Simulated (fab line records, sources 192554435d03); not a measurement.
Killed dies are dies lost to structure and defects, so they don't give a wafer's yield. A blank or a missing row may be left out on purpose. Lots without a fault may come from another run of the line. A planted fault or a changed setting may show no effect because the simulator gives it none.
fab line records | flow n5_finfet
record lots=5 wafers=15 last_day=17
route steps=1938 shown BEOL_M6@1256 BEOL_M7@1263
lots that met no fault: from a run of the same line without faults
start_h: hours from the record's first day to the start of the lot's first wafer shown | wait_h: hours since the lot's step before | " the same as in the row above | L1.1+2: a row that stands for several wafers | - no value, or no start given | * or withheld: withheld | < > ~ a bound
route shown NAME@n: a module of which the file shows steps, and the number in the route of the first | usual: mean/standard deviation of fault-free wafers | same: alike in all rows | chamber/n: place in a boat | sites: the reading at each site | _std_site: their standard deviation | _edge_site: outer sites' mean less inner sites' | radius_mm: how far each site lies from the wafer's centre | mask NAME#n: copy n | behind: the tool/chamber that last shaped the wafer | hold: why the lot was held/for how many hours/how that ended | device: the transistor (n, p or np) that didn't switch | end of line: the same wafers' tests at the end of the route | a step without rows: its recipe alone | killed: dies lost to structure and defects at the first sort, not the wafer's yield | map: a wafer's dies, x killed, . not, _ none there
set.NAME: the setting as run; set.NAME@STEP: as run at that earlier step | model.NAME: the simulator's own value behind a step, which no gauge read
lots at some steps of the route; a table a step, a row a wafer
services: from which hour (start_h, from the record's first day; less than 0 if before it) a tool's chamber was out of use, for how many hours, and why
## steps
# step N5_BEOL_M6_ANNEAL_51
# recipe temp_c=225 time_s=90 ambient=N2
# usual wafer_temp_C_max=226.0/0.36
# columns lot.wafer tool chamber start_h wait_h wafer_temp_C_max
L076.3 rtp_anneal-01 0 195.97 0.1 226.4
L076.5 " 0 " " 226.1
L076.6 " 0 " " 226.9
L082.2 rtp_anneal-01 0 248.09 0.3 225.9
L082.3 " 0 " " 226.2
L082.6 " 0 " " 226.4
L085.2 rtp_anneal-01 0 249.85 0.3 226.0
L085.3 " 0 " " 226.5
L085.4 " 0 " " 226.5
L088.1 rtp_anneal-01 0 284.83 0.2 225.9
L088.4 " 0 " " 226.3
L088.6 " 0 " " 225.9
L097.4 rtp_anneal-02 0 325.16 0.2 225.9
L097.5 " 0 " " 225.9
L097.6 " 0 " " 225.6
# step N5_BEOL_M6_CMP_52
# recipe stop_on=SiCOH_lowk t_overpolish_s=6.9 down_force_psi=1 platen_rpm=50 clearing_platen_down_force_psi=1.5 clearing_platen_rpm=50 post_cmp_clean=cu_alkaline target_thk_nm=80 clearing_platen_pad_velocity_m_s=0.99484 pad_velocity_m_s=0.99484
# usual barrier_field_endpoint_s=28.6/0.63 motor_current_A=6.2/0.51 overpolish_run_s=6.900/0.0086 time_to_endpoint_s=61.5/2.6
# columns lot.wafer tool chamber start_h wait_h barrier_field_endpoint_s motor_current_A overpolish_run_s time_to_endpoint_s
L076.3 cmp-04 1 196.26 0.2 28.4 5.9 6.910 62.0
L076.6 " 3 " " 28.9 6.2 6.907 61.7
L076.5 " 0 " " 27.7 6.3 6.890 60.4
L082.3 cmp-04 0 248.34 0.2 27.6 6.2 6.913 58.3
L082.2 " 2 " " 27.8 6.0 6.909 62.1
L082.6 " 1 " " 28.0 6.1 6.909 59.5
L085.2 cmp-01 0 250.10 0.2 28.5 6.1 6.892 65.7
L085.3 " 1 " " 28.8 6.5 6.896 62.0
L085.4 " 2 " " 28.6 6.9 6.907 61.9
L088.4 cmp-04 3 285.14 0.1 28.4 6.4 6.907 63.8
L088.1 " 2 " " 28.7 5.8 6.895 63.1
L088.6 " 0 " " 27.9 6.1 6.907 57.1
L097.4 cmp-04 2 325.32 0.1 28.2 5.6 6.890 58.0
L097.5 " 2 " " 28.1 5.9 6.899 59.3
L097.6 " 3 " " 27.5 6.2 6.895 62.9
# step N5_BEOL_M6_THK_MEAS_53
# recipe thk_meas_gauge=xrf reads=Cu_of_BEOL_M6_ECD_50
# usual M6_THK=79.8/1.8
# columns lot.wafer tool chamber start_h wait_h M6_THK[nm]
L076.3 film_metro-02 - 196.48 - 81.0
L076.5 " - " " 81.5
L076.6 " - " " 83.0
L082.2 film_metro-02 - 248.64 - 79.4
L082.3 " - " " 80.4
L082.6 " - " " 81.0
L085.2 film_metro-02 - 250.40 - 81.8
L085.3 " - " " 81.0
L085.4 " - " " 78.8
L088.1 film_metro-01 - 285.43 - 80.7
L088.4 " - " " 81.2
L088.6 " - " " 80.4
L097.4 film_metro-02 - 325.61 - 77.3
L097.5 " - " " 76.9
L097.6 " - " " 79.2
# step N5_BEOL_M6_PRE_CLEAN_55
# recipe gas=NH3 time_s=15 temp_c=withheld rf_power_w=300
# columns lot.wafer tool chamber start_h wait_h
L076.3+5+6 pecvd-03 1,1,0 196.51 0.0
L082.2+3+6 pecvd-04 1,2,2 248.68 0.0
L085.2+3+4 pecvd-04 0,1,1 250.43 0.0
L088.1+4+6 pecvd-03 2,1,0 285.47 0.0
L097.4+5+6 pecvd-04 2,1,0 325.66 0.0
# step N5_BEOL_M6_DEP_56
# recipe material=SiCN target_thk_a=100 temp_c=withheld precursor=3MS/NH3 pressure_torr=3 rf_w=202 time_s=17.5
# usual showerhead_plenum_p_Torr=3.666/0.012 throttle_valve_pct=9.0/0.33
# columns lot.wafer tool chamber start_h wait_h showerhead_plenum_p_Torr throttle_valve_pct
L076.3 pecvd-03 1 196.54 0.0 3.684 9.2
L076.5 " 1 " " 3.685 9.1
L076.6 " 0 " " 3.664 9.2
L082.2 pecvd-04 1 248.70 0.0 3.656 9.3
L082.3 " 2 " " 3.679 8.5
L082.6 " 2 " " 3.682 8.6
L085.2 pecvd-04 0 250.46 0.0 3.663 9.3
L085.3 " 1 " " 3.656 9.4
L085.4 " 1 " " 3.658 9.4
L088.1 pecvd-03 2 285.49 0.0 3.653 8.9
L088.4 " 1 " " 3.684 9.1
L088.6 " 0 " " 3.661 9.1
L097.4 pecvd-04 2 325.69 0.0 3.674 8.4
L097.5 " 1 " " 3.647 9.6
L097.6 " 0 " " 3.659 9.6
# step N5_BEOL_M6_RS_MEAS_57
# recipe thk_meas_gauge=four-point-probe reads=Cu_of_BEOL_M6_ECD_50+Co_of_BEOL_M6_CVD_78+TaN_of_BEOL_M6_ALD_77
# usual M6_RS=0.288/0.0074
# columns lot.wafer tool chamber start_h wait_h M6_RS[ohm/sq]
L076.3 film_metro-02 - 196.61 0.1 0.284
L076.5 " - " " 0.281
L076.6 " - " " 0.276
L082.2 film_metro-01 - 248.77 0.1 0.290
L082.3 " - " " 0.287
L082.6 " - " " 0.285
L085.2 film_metro-02 - 250.53 0.1 0.279
L085.3 " - " " 0.282
L085.4 " - " " 0.292
L088.1 film_metro-01 - 285.56 0.1 0.284
L088.4 " - " " 0.280
L088.6 " - " " 0.285
L097.4 film_metro-02 - 325.74 0.0 0.298
L097.5 " - " " 0.300
L097.6 " - " " 0.290
# step N5_BEOL_M6_INSPECT_58
# recipe inspect_instrument=darkfield mode=post_dep
# usual raw_defect_count=70/23
# columns lot.wafer tool chamber start_h wait_h raw_defect_count
L076.3 defect_inspect-01 - 196.63 0.0 61
L076.5 " - " " 40
L076.6 " - " " 53
L082.2 defect_inspect-02 - 248.80 0.0 51
L082.3 " - " " 72
L082.6 " - " " 51
L085.2 defect_inspect-01 - 250.55 0.0 83
L085.3 " - " " 63
L085.4 " - " " 93
L088.1 defect_inspect-02 - 285.59 0.0 49
L088.4 " - " " 72
L088.6 " - " " 67
L097.4 defect_inspect-01 - 325.77 0.0 33
L097.5 " - " " 72
L097.6 " - " " 58
# step N5_BEOL_M7_ILD_DEP_00
# recipe material=SiCOH_lowk target_thk_a=1797.5 temp_c=300 precursor=DEMS/porogen pressure_torr=5 rf_w=500 time_s=33.4
# usual heater_power_w=329/51 showerhead_plenum_p_Torr=5.739/0.013 throttle_valve_pct=14.3/0.73
# columns lot.wafer tool chamber start_h wait_h heater_power_w showerhead_plenum_p_Torr throttle_valve_pct
L076.3 pecvd-01 2 196.67 0.0 319 5.758 15.4
L076.5 " 0 " " 355 5.743 15.4
L076.6 " 2 " " 317 5.740 15.6
L082.2 pecvd-03 2 248.83 0.0 368 5.718 13.8
L082.3 " 1 " " 280 5.762 13.9
L082.6 " 1 " " 288 5.776 14.0
L085.2 pecvd-01 2 250.59 0.0 314 5.744 13.3
L085.3 " 0 " " 315 5.726 15.4
L085.4 " 2 " " 322 5.749 13.6
L088.1 pecvd-04 1 285.63 0.0 245 5.734 14.6
L088.4 " 1 " " 258 5.715 14.6
L088.6 " 2 " " 340 5.757 13.1
L097.4 pecvd-04 0 325.83 0.1 426 5.750 14.7
L097.5 " 2 " " 332 5.751 13.2
L097.6 " 1 " " 246 5.719 14.6
# step N5_BEOL_M7_CURE_74
# recipe temp_c=385 time_s=240 ambient=He/Ar material=SiCOH_lowk
# usual lamp_power_pct=52.32/0.054 wafer_temp_C_max=386.7/0.61
# columns lot.wafer tool chamber start_h wait_h lamp_power_pct wafer_temp_C_max
L076.3 uv_cure-02 2 196.89 0.2 52.24 385.7
L076.5 " 2 " " 52.34 386.4
L076.6 " 2 " " 52.24 385.7
L082.2 uv_cure-02 1 248.98 0.1 52.29 387.0
L082.3 " 1 " " 52.27 387.8
L082.6 " 1 " " 52.34 386.6
L085.2 uv_cure-03 1 250.73 0.1 52.34 387.4
L085.3 " 1 " " 52.27 387.1
L085.4 " 1 " " 52.28 387.1
L088.1 uv_cure-03 0 285.69 0.0 52.38 387.3
L088.4 " 0 " " 52.33 386.4
L088.6 " 0 " " 52.26 387.1
L097.4 uv_cure-02 2 326.11 0.3 52.32 386.4
L097.5 " 2 " " 52.38 386.0
L097.6 " 2 " " 52.29 386.0
# step N5_BEOL_M7_THK_MEAS_01
# recipe reads=SiCOH_lowk_of_BEOL_M7_ILD_DEP_00
# usual M7_ILD_THK=154.9/2
# columns lot.wafer tool chamber start_h wait_h M7_ILD_THK[nm]
L076.3 film_metro-01 - 197.25 0.3 153.3
L076.5 " - " " 157.7
L076.6 " - " " 158.5
L082.2 film_metro-02 - 249.41 0.4 154.6
L082.3 " - " " 154.6
L082.6 " - " " 155.6
L085.2 film_metro-02 - 251.17 0.4 155.0
L085.3 " - " " 154.2
L085.4 " - " " 155.1
L088.1 film_metro-02 - 286.20 0.4 151.6
L088.4 " - " " 153.6
L088.6 " - " " 153.9
L097.4 film_metro-02 - 326.38 0.2 153.7
L097.5 " - " " 152.4
L097.6 " - " " 153.4
# step N5_BEOL_M7_PECVD_70
# recipe material=SiO2 target_thk_a=200 temp_c=400 precursor=TEOS/O2 pressure_torr=5.5 rf_w=450 teos_flow_sccm=53.8 gas=O2 flow_sccm=3000 time_s=22.7
# usual heater_power_w=743/84 showerhead_plenum_p_Torr=8.78/0.054 throttle_valve_pct=22.9/1.1
# columns lot.wafer tool chamber start_h wait_h heater_power_w showerhead_plenum_p_Torr throttle_valve_pct
L076.3 pecvd-03 2 197.28 0.0 813 8.73 22.1
L076.5 " 2 " " 805 8.71 21.9
L076.6 " 1 " " 699 8.91 22.5
L082.2 pecvd-01 0 249.45 0.0 708 8.76 24.5
L082.3 " 1 " " 675 8.76 23.4
L082.6 " 0 " " 699 8.75 24.5
L085.2 pecvd-01 0 251.20 0.0 774 8.75 24.8
L085.3 " 2 " " 746 8.79 21.7
L085.4 " 0 " " 785 8.76 25.2
L088.1 pecvd-01 2 286.24 0.0 731 8.77 21.9
L088.4 " 2 " " 737 8.81 21.7
L088.6 " 2 " " 745 8.79 21.8
L097.4 pecvd-01 1 326.44 0.1 614 8.72 23.5
L097.5 " 2 " " 726 8.78 22.0
L097.6 " 1 " " 599 8.76 23.5
# step N5_BEOL_M7_HM_DEP_02
# recipe material=TiN target_thk_a=200 temp_c=25 chamber_pressure_pa=0.49996
# usual throttle_valve_pct=29.7/0.92
# columns lot.wafer tool chamber start_h wait_h throttle_valve_pct
L076.3 pvd_sputter-02 - 198.69 1.4 29.9
L076.5 " - " " 27.7
L076.6 " - " " 29.6
L082.2 pvd_sputter-01 - 251.10 1.6 29.0
L082.3 " - " " 28.7
L082.6 " - " " 29.9
L085.2 pvd_sputter-01 - 251.50 0.3 30.1
L085.3 " - " " 29.1
L085.4 " - " " 30.6
L088.1 pvd_sputter-01 - 287.66 1.4 29.0
L088.4 " - " " 30.5
L088.6 " - " " 30.2
L097.4 pvd_sputter-02 - 326.50 0.0 30.0
L097.5 " - " " 29.6
L097.6 " - " " 27.9
# step N5_BEOL_M7_COAT_59
# recipe resist=SOC temp_c=250 time_s=60 spin_rpm=1500 resist_thk_nm=100
# usual plate_temp_C=249.99/0.17
# columns lot.wafer tool chamber start_h wait_h plate_temp_C
L076.3 litho_track-04 0 198.82 0.1 250.14
L076.5 " 0 " " 250.13
L076.6 " 0 " " 249.87
L082.2 litho_track-04 0 251.22 0.1 249.86
L082.3 " 0 " " 249.76
L082.6 " 0 " " 250.18
L085.2 litho_track-01 0 251.62 0.1 250.00
L085.3 " 0 " " 250.02
L085.4 " 0 " " 250.34
L088.1 litho_track-03 0 287.79 0.1 250.28
L088.4 " 0 " " 250.41
L088.6 " 0 " " 250.26
L097.4 litho_track-01 0 326.63 0.1 250.06
L097.5 " 0 " " 250.02
L097.6 " 0 " " 250.20
# step N5_BEOL_M7_COAT_60
# recipe resist=SiARC temp_c=220 time_s=60 spin_rpm=1500 resist_thk_nm=35
# usual plate_temp_C=220.02/0.15
# columns lot.wafer tool chamber start_h wait_h plate_temp_C
L076.3 litho_track-04 0 - - 219.68
L076.5 " 0 " " 219.86
L076.6 " 0 " " 219.81
L082.2 litho_track-04 0 - - 219.83
L082.3 " 0 " " 220.02
L082.6 " 0 " " 220.13
L085.2 litho_track-01 0 - - 219.85
L085.3 " 0 " " 220.05
L085.4 " 0 " " 220.07
L088.1 litho_track-03 0 - - 220.09
L088.4 " 0 " " 219.84
L088.6 " 0 " " 219.98
L097.4 litho_track-01 0 - - 220.17
L097.5 " 0 " " 220.13
L097.6 " 0 " " 220.13
# step N5_BEOL_M7_COAT_05
# recipe resist=CAR-ArF spin_rpm=1500 resist_thk_nm=90
# columns lot.wafer tool chamber start_h wait_h
L076.3+5+6 litho_track-04 0 - -
L082.2+3+6 litho_track-04 0 - -
L085.2+3+4 litho_track-01 0 - -
L088.1+4+6 litho_track-03 0 - -
L097.4+5+6 litho_track-01 0 - -
# step N5_BEOL_M7_EBR_07
# recipe solvent=PGMEA ebr_width_mm=1.5
# columns lot.wafer tool chamber start_h wait_h
L076.3+5+6 litho_track-04 0 - -
L082.2+3+6 litho_track-04 0 - -
L085.2+3+4 litho_track-01 0 - -
L088.1+4+6 litho_track-03 0 - -
L097.4+5+6 litho_track-01 0 - -
# step N5_BEOL_M7_SOFTBAKE_06
# recipe temp_c=110 time_s=60 resist=CAR-ArF
# usual plate_temp_C=110.01/0.13
# columns lot.wafer tool chamber start_h wait_h plate_temp_C
L076.3 litho_track-04 0 - - 109.73
L076.5 " 0 " " 110.14
L076.6 " 0 " " 109.95
L082.2 litho_track-04 0 - - 109.88
L082.3 " 0 " " 110.13
L082.6 " 0 " " 109.85
L085.2 litho_track-01 0 - - 110.05
L085.3 " 0 " " 109.97
L085.4 " 0 " " 110.02
L088.1 litho_track-03 0 - - 109.91
L088.4 " 0 " " 110.14
L088.6 " 0 " " 110.02
L097.4 litho_track-01 0 - - 109.94
L097.5 " 0 " " 109.91
L097.6 " 0 " " 109.88
# step N5_BEOL_M7_EXPOSE_08
# recipe mask_id=M7 na=1.35 source_shape=dipole sigma_inner=0.817 sigma_outer=0.97 polarization=te dose_mj=68.25
# usual exposure_dose_mJ_cm2=68.20/0.065
# columns lot.wafer tool chamber start_h wait_h mask exposure_dose_mJ_cm2
L076.3 arfi_scanner-03 0 198.95 - M7#0 68.27
L076.5 " 0 " " M7#0 68.18
L076.6 " 0 " " M7#0 68.21
L082.2 arfi_scanner-02 0 251.35 - M7#0 68.27
L082.3 " 0 " " M7#0 68.22
L082.6 " 0 " " M7#0 68.19
L085.2 arfi_scanner-01 0 251.87 - M7#0 68.24
L085.3 " 0 " " M7#0 68.27
L085.4 " 0 " " M7#0 68.22
L088.1 arfi_scanner-01 0 287.91 - M7#0 68.09
L088.4 " 0 " " M7#0 68.18
L088.6 " 0 " " M7#0 68.15
L097.4 arfi_scanner-02 0 326.89 - M7#0 68.10
L097.5 " 0 " " M7#0 68.12
L097.6 " 0 " " M7#0 68.08
# step N5_BEOL_M7_PEB_09
# recipe peb_temp_c=withheld peb_time_s=60 resist=CAR-ArF
# columns lot.wafer tool chamber start_h wait_h
L076.3+5+6 litho_track-01 0 199.00 0.0
L082.2+3+6 litho_track-03 0 251.40 0.0
L085.2+3+4 litho_track-01 0 251.93 0.0
L088.1+4+6 litho_track-01 0 287.97 0.1
L097.4+5+6 litho_track-04 0 326.94 0.0
# step N5_BEOL_M7_DEVELOP_10
# recipe develop_time_s=30 developer=TMAH resist=CAR-ArF rinse_liquid=diw dry=air_spin dev_temp_c=23
# usual developer_temp_C=23.02/0.096
# columns lot.wafer tool chamber start_h wait_h developer_temp_C
L076.3 litho_track-01 0 - - 23.12
L076.5 " 0 " " 23.11
L076.6 " 0 " " 22.99
L082.2 litho_track-03 0 - - 22.88
L082.3 " 0 " " 23.04
L082.6 " 0 " " 22.84
L085.2 litho_track-01 0 - - 23.08
L085.3 " 0 " " 23.09
L085.4 " 0 " " 23.13
L088.1 litho_track-01 0 - - 23.13
L088.4 " 0 " " 23.14
L088.6 " 0 " " 22.88
L097.4 litho_track-04 0 - - 22.91
L097.5 " 0 " " 23.08
L097.6 " 0 " " 23.23
# step N5_BEOL_M7_CD_MEAS_11
# recipe target_cd_nm=38.5 landing_energy_ev=500 detector=se_inlens polarity=opening
# usual cd_nm=38.5/0.44
# same landing_energy_ev=500
# columns lot.wafer tool chamber start_h wait_h cd_nm
L076.3 cd_sem-01 0 199.06 - 38.7
L076.5 " 0 " " 38.8
L076.6 " 0 " " 38.0
L082.2 cd_sem-02 0 251.47 - 38.7
L082.3 " 0 " " 38.5
L082.6 " 0 " " 38.1
L085.2 cd_sem-01 0 252.00 - 39.0
L085.3 " 0 " " 38.3
L085.4 " 0 " " 38.6
L088.1 cd_sem-02 0 288.03 - 38.6
L088.4 " 0 " " 38.4
L088.6 " 0 " " 39.2
L097.4 cd_sem-01 0 327.00 - 38.4
L097.5 " 0 " " 38.6
L097.6 " 0 " " 38.6
# step N5_BEOL_M7_OVL_MEAS_12
# recipe points_per_wafer=44
# usual M7_OVL=0.0/0.57
# columns lot.wafer tool chamber start_h wait_h M7_OVL[nm]
L076.3 overlay-02 0 199.09 0.0 0.7
L076.5 " 0 " " 0.1
L076.6 " 0 " " 0.0
L082.2 overlay-02 0 251.50 0.0 0.0
L082.3 " 0 " " -0.5
L082.6 " 0 " " -0.3
L085.2 overlay-02 0 252.03 0.0 0.7
L085.3 " 0 " " -0.9
L085.4 " 0 " " -0.9
L088.1 overlay-01 0 288.06 0.0 0.8
L088.4 " 0 " " 0.4
L088.6 " 0 " " 0.4
L097.4 overlay-01 0 327.03 0.0 -0.7
L097.5 " 0 " " -0.3
L097.6 " 0 " " -0.2
# step N5_BEOL_M7_INSPECT_13
# recipe mode=adi inspect_instrument=brightfield
# usual raw_defect_count=418/92
# columns lot.wafer tool chamber start_h wait_h raw_defect_count
L076.3 defect_inspect-02 - 199.12 0.0 233
L076.5 " - " " 216
L076.6 " - " " 255
L082.2 defect_inspect-01 - 251.53 0.0 259
L082.3 " - " " 362
L082.6 " - " " 308
L085.2 defect_inspect-02 - 252.05 0.0 451
L085.3 " - " " 303
L085.4 " - " " 475
L088.1 defect_inspect-01 - 288.09 0.0 532
L088.4 " - " " 483
L088.6 " - " " 477
L097.4 defect_inspect-01 - 327.06 0.0 365
L097.5 " - " " 379
L097.6 " - " " 283
# step N5_BEOL_M7_DESCUM_16
# recipe chemistry=O2 time_s=7.9 source_power_w=50 bias_power_w=20 pressure_mtorr=20 rf_frequency_hz=2.712e+07 temp_c=40 resist=CAR-ArF o2_flow_sccm=225
# usual drypump_motor_current_A=5.6/0.44 o2_flow_sccm=224.9/0.68 oes_product_au=0.82/0.078 rf_vpp_V=243.6/1.5 showerhead_plenum_p_Torr=2.12/0.082 throttle_valve_pct=20.43/0.21
# columns lot.wafer tool chamber start_h wait_h drypump_motor_current_A o2_flow_sccm oes_product_au rf_hours_counter_h rf_vpp_V showerhead_plenum_p_Torr throttle_valve_pct
L076.3 rie_diel-03 2 199.66 0.5 5.4 224.6 0.82 87 245.2 2.21 20.75
L076.5 " 0 " " 5.2 224.0 0.69 - 242.2 1.98 20.69
L076.6 " 1 " " 5.9 224.4 0.86 - 243.4 2.13 20.38
L082.2 rie_diel-01 2 252.36 0.8 5.6 226.2 0.94 11 243.1 2.05 20.21
L082.3 " 0 " " 5.1 225.0 0.85 71 245.3 2.22 20.50
L082.6 " 3 " " 5.4 226.3 0.84 - 243.6 2.12 20.39
L085.2 rie_diel-03 1 252.87 0.8 5.9 224.9 0.83 67 242.6 2.12 20.38
L085.3 " 3 " " 4.7 225.7 0.82 79 242.2 2.02 20.66
L085.4 " 0 " " 5.2 224.8 0.94 4 245.7 2.24 20.35
L088.1 rie_diel-01 2 288.12 0.0 5.6 224.7 0.91 23 243.1 2.05 20.22
L088.4 " 3 " " 5.4 225.3 0.83 82 242.5 2.11 20.42
L088.6 " 3 " " 5.4 224.1 0.83 - 244.0 2.11 20.43
L097.4 rie_diel-01 3 327.11 0.0 5.4 225.2 0.81 - 243.9 2.11 20.45
L097.5 " 1 " " 6.0 224.7 0.81 - 245.4 2.21 20.07
L097.6 " 0 " " 5.1 225.1 0.81 - 245.2 2.21 20.55
# step N5_BEOL_M7_ETCH_61
# recipe chemistry=CF4 target=SiARC target_depth_a=455 mask_material=CAR-ArF time_s=75.8 ion_energy_ev=80 pressure_mtorr=40 source_w=545 bias_w=36 Ar_flow_sccm=100 cf4_flow_sccm=100 ends=cleared
# usual drypump_motor_current_A=5.6/0.44 etch_rf_on_time_s=75.4/1.4 oes_product_au=0.70/0.067 rf_vpp_V=184.4/1.2 showerhead_plenum_p_Torr=2.17/0.076 throttle_valve_pct=15.57/0.21
# columns lot.wafer tool chamber start_h wait_h drypump_motor_current_A etch_rf_on_time_s oes_product_au rf_hours_counter_h rf_vpp_V showerhead_plenum_p_Torr throttle_valve_pct
L076.3 rie_diel-03 2 199.69 0.0 5.4 74.1 0.71 87 187.3 2.25 15.82
L076.5 " 0 " " 5.2 74.7 0.60 - 183.3 2.03 15.94
L076.6 " 1 " " 5.9 75.2 0.74 - 186.2 2.18 15.47
L082.2 rie_diel-01 2 252.39 0.0 5.5 74.6 0.80 11 183.3 2.11 15.35
L082.3 " 0 " " 5.1 75.6 0.71 71 185.7 2.25 15.54
L082.6 " 3 " " 5.4 73.2 0.72 - 184.6 2.17 15.55
L085.2 rie_diel-03 1 252.90 0.0 5.9 74.2 0.73 67 186.3 2.17 15.52
L085.3 " 3 " " 4.7 76.4 0.69 79 183.5 2.08 15.76
L085.4 " 0 " " 5.2 72.2 0.81 4 184.7 2.28 15.49
L088.1 rie_diel-01 2 288.16 0.0 5.5 74.3 0.78 23 183.5 2.11 15.38
L088.4 " 3 " " 5.4 73.4 0.72 82 183.7 2.16 15.57
L088.6 " 3 " " 5.4 72.2 0.72 - 183.6 2.16 15.57
L097.4 rie_diel-01 3 327.15 0.0 5.4 71.9 0.70 - 182.7 2.16 15.62
L097.5 " 1 " " 6.0 74.8 0.70 - 186.2 2.25 15.21
L097.6 " 0 " " 5.1 75.1 0.69 - 185.4 2.24 15.60
# step N5_BEOL_M7_ETCH_62
# recipe chemistry=N2/H2 target=SOC target_depth_a=1100 overetch_a=220 mask_material=SiARC temp_c=40 time_s=165 ion_energy_ev=200 pressure_mtorr=30 source_w=840 bias_w=150 n2_flow_sccm=200 h2_flow_sccm=200
# usual drypump_motor_current_A=5.6/0.44 oes_product_au=0.70/0.063 rf_vpp_V=524.7/2.7 showerhead_plenum_p_Torr=2.57/0.096 throttle_valve_pct=17.79/0.21
# columns lot.wafer tool chamber start_h wait_h drypump_motor_current_A oes_product_au rf_hours_counter_h rf_vpp_V showerhead_plenum_p_Torr throttle_valve_pct
L076.3 rie_diel-03 2 199.75 0.0 5.4 0.69 87 528.6 2.68 18.07
L076.5 " 0 " " 5.2 0.59 - 519.0 2.41 18.07
L076.6 " 1 " " 5.9 0.73 - 523.2 2.58 17.68
L082.2 rie_diel-01 2 252.45 0.0 5.5 0.80 11 520.8 2.50 17.64
L082.3 " 0 " " 5.1 0.71 71 527.1 2.69 17.94
L082.6 " 3 " " 5.4 0.70 - 523.9 2.58 17.75
L085.2 rie_diel-03 1 252.96 0.0 5.9 0.71 67 525.3 2.57 17.73
L085.3 " 3 " " 4.7 0.69 79 522.1 2.47 18.00
L085.4 " 0 " " 5.3 0.78 4 529.0 2.72 17.66
L088.1 rie_diel-01 2 288.21 0.0 5.5 0.77 23 521.3 2.50 17.66
L088.4 " 3 " " 5.4 0.69 82 523.7 2.57 17.76
L088.6 " 3 " " 5.4 0.70 - 524.2 2.57 17.76
L097.4 rie_diel-01 3 327.25 0.1 5.4 0.68 - 525.0 2.57 17.79
L097.5 " 1 " " 6.0 0.68 - 526.2 2.68 17.40
L097.6 " 0 " " 5.1 0.69 - 528.2 2.67 17.97
# step N5_BEOL_M7_STRIP_68
# recipe chemistry=N2/H2 temp_c=40 n2_flow_sccm=200 h2_flow_sccm=200 rf_frequency_hz=6e+07
# columns lot.wafer tool chamber start_h wait_h
L076.3+5+6 rie_diel-03 2,0,1 199.88 0.1
L082.2+3+6 rie_diel-01 2,0,3 252.59 0.1
L085.2+3+4 rie_diel-03 1,3,0 253.10 0.1
L088.1+4+6 rie_diel-01 2,3,3 288.35 0.1
L097.4+5+6 rie_diel-01 3,1,0 327.32 0.0
# step N5_BEOL_M7_STRIP_67
# recipe chemistry=CF4 resist=SiARC power_w=300 bias_power_w=75 pressure_mtorr=50 cf4_flow_sccm=150 rf_frequency_hz=6e+07
# usual drypump_motor_current_A=5.5/0.44 oes_product_au=0.82/0.075 rf_vpp_V=271.5/1.5 showerhead_plenum_p_Torr=1.81/0.063 throttle_valve_pct=13.53/0.22
# columns lot.wafer tool chamber start_h wait_h drypump_motor_current_A oes_product_au rf_hours_counter_h rf_vpp_V showerhead_plenum_p_Torr throttle_valve_pct
L076.3 rie_diel-03 2 199.89 0.0 5.4 0.82 87 273.7 1.88 13.77
L076.5 " 0 " " 5.2 0.70 - 270.4 1.70 13.92
L076.6 " 1 " " 5.9 0.87 - 269.6 1.82 13.41
L082.2 rie_diel-01 2 252.60 0.0 5.5 0.94 11 270.3 1.76 13.30
L082.3 " 0 " " 5.1 0.83 71 272.5 1.88 13.47
L082.6 " 3 " " 5.4 0.82 - 271.2 1.81 13.51
L085.2 rie_diel-03 1 253.11 0.0 5.9 0.84 68 272.0 1.82 13.48
L085.3 " 3 " " 4.8 0.82 79 271.1 1.74 13.70
L085.4 " 0 " " 5.2 0.92 4 273.3 1.91 13.40
L088.1 rie_diel-01 2 288.36 0.0 5.5 0.91 23 269.3 1.76 13.29
L088.4 " 3 " " 5.4 0.82 82 270.7 1.81 13.52
L088.6 " 3 " " 5.4 0.83 - 270.2 1.81 13.54
L097.4 rie_diel-01 3 327.34 0.0 5.4 0.80 - 272.8 1.81 13.59
L097.5 " 1 " " 5.9 0.80 - 272.6 1.89 13.22
L097.6 " 0 " " 5.1 0.80 - 271.3 1.88 13.55
# step N5_BEOL_M7_HM_OPEN_17
# recipe chemistry=Cl2/BCl3 target_depth_a=200 overetch_a=60 target=TiN mask_material=SOC ion_energy_ev=150 pressure_mtorr=10 icp_w=1000 bias_w=126 Cl2_flow_sccm=53.25 bcl3_flow_sccm=21.75 Ar_flow_sccm=25
# usual drypump_motor_current_A=5.6/0.43 mfc_cl2_sccm=53.25/0.16 oes_product_au=0.66/0.071 throttle_valve_pct=22.14/0.22
# columns lot.wafer tool chamber start_h wait_h drypump_motor_current_A mfc_cl2_sccm oes_product_au rf_hours_counter_h throttle_valve_pct
L076.3 rie_metal-02 1 199.97 0.1 6.0 53.19 0.73 - 22.31
L076.5 " 0 " " 5.0 53.38 0.54 - 22.19
L076.6 " 1 " " 6.0 53.12 0.73 - 22.31
L082.2 rie_metal-03 1 252.64 0.0 5.9 52.75 0.65 46 22.12
L082.3 " 0 " " 5.3 53.46 0.72 - 21.62
L082.6 " 0 " " 5.3 53.29 0.73 - 21.62
L085.2 rie_metal-02 0 253.15 0.0 5.0 53.19 0.55 103 22.18
L085.3 " 0 " " 5.0 53.09 0.54 - 22.21
L085.4 " 1 " " 6.0 53.24 0.71 - 22.30
L088.1 rie_metal-02 1 288.40 0.0 6.0 53.63 0.70 26 22.31
L088.4 " 1 " " 6.0 53.36 0.71 - 22.30
L088.6 " 0 " " 5.0 52.99 0.54 - 22.19
L097.4 rie_metal-02 1 327.46 0.1 6.0 53.27 0.69 - 22.31
L097.5 " 1 " " 5.9 53.24 0.68 - 22.33
L097.6 " 1 " " 6.0 53.41 0.69 - 22.31
## services
# columns tool chamber start_h hours kind
arfi_scanner-01 - 189.57 0.8 pm
arfi_scanner-01 - 199.45 1.0 pm
arfi_scanner-02 - 217.32 1.0 pm
arfi_scanner-02 - 219.54 3.7 repair
pvd_sputter-02 - 222.72 1.7 repair
cmp-04 - 225.68 4.9 pm
arfi_scanner-02 - 227.53 3.1 pm
rie_metal-02 0 229.56 9.1 repair
uv_cure-03 - 232.22 7.5 pm
pecvd-01 - 240.01 0.7 repair
rie_metal-02 - 250.37 0.5 repair
pecvd-03 - 255.30 4.5 repair
cmp-04 - 259.95 2.7 repair
cmp-04 - 269.19 4.0 pm
rie_diel-01 0 269.66 2.1 repair
pecvd-01 1 275.40 12.4 repair
rie_diel-01 0 275.75 4.7 repair
rie_diel-03 3 282.13 10.9 repair
rtp_anneal-01 - 295.09 4.3 pm
cmp-04 - 295.33 1.3 repair
rie_diel-03 - 298.97 15.6 pm
cmp-04 - 302.97 0.5 repair
pecvd-01 0 310.41 16.1 repair
rie_diel-01 2 321.53 13.2 repair
## key
fault none
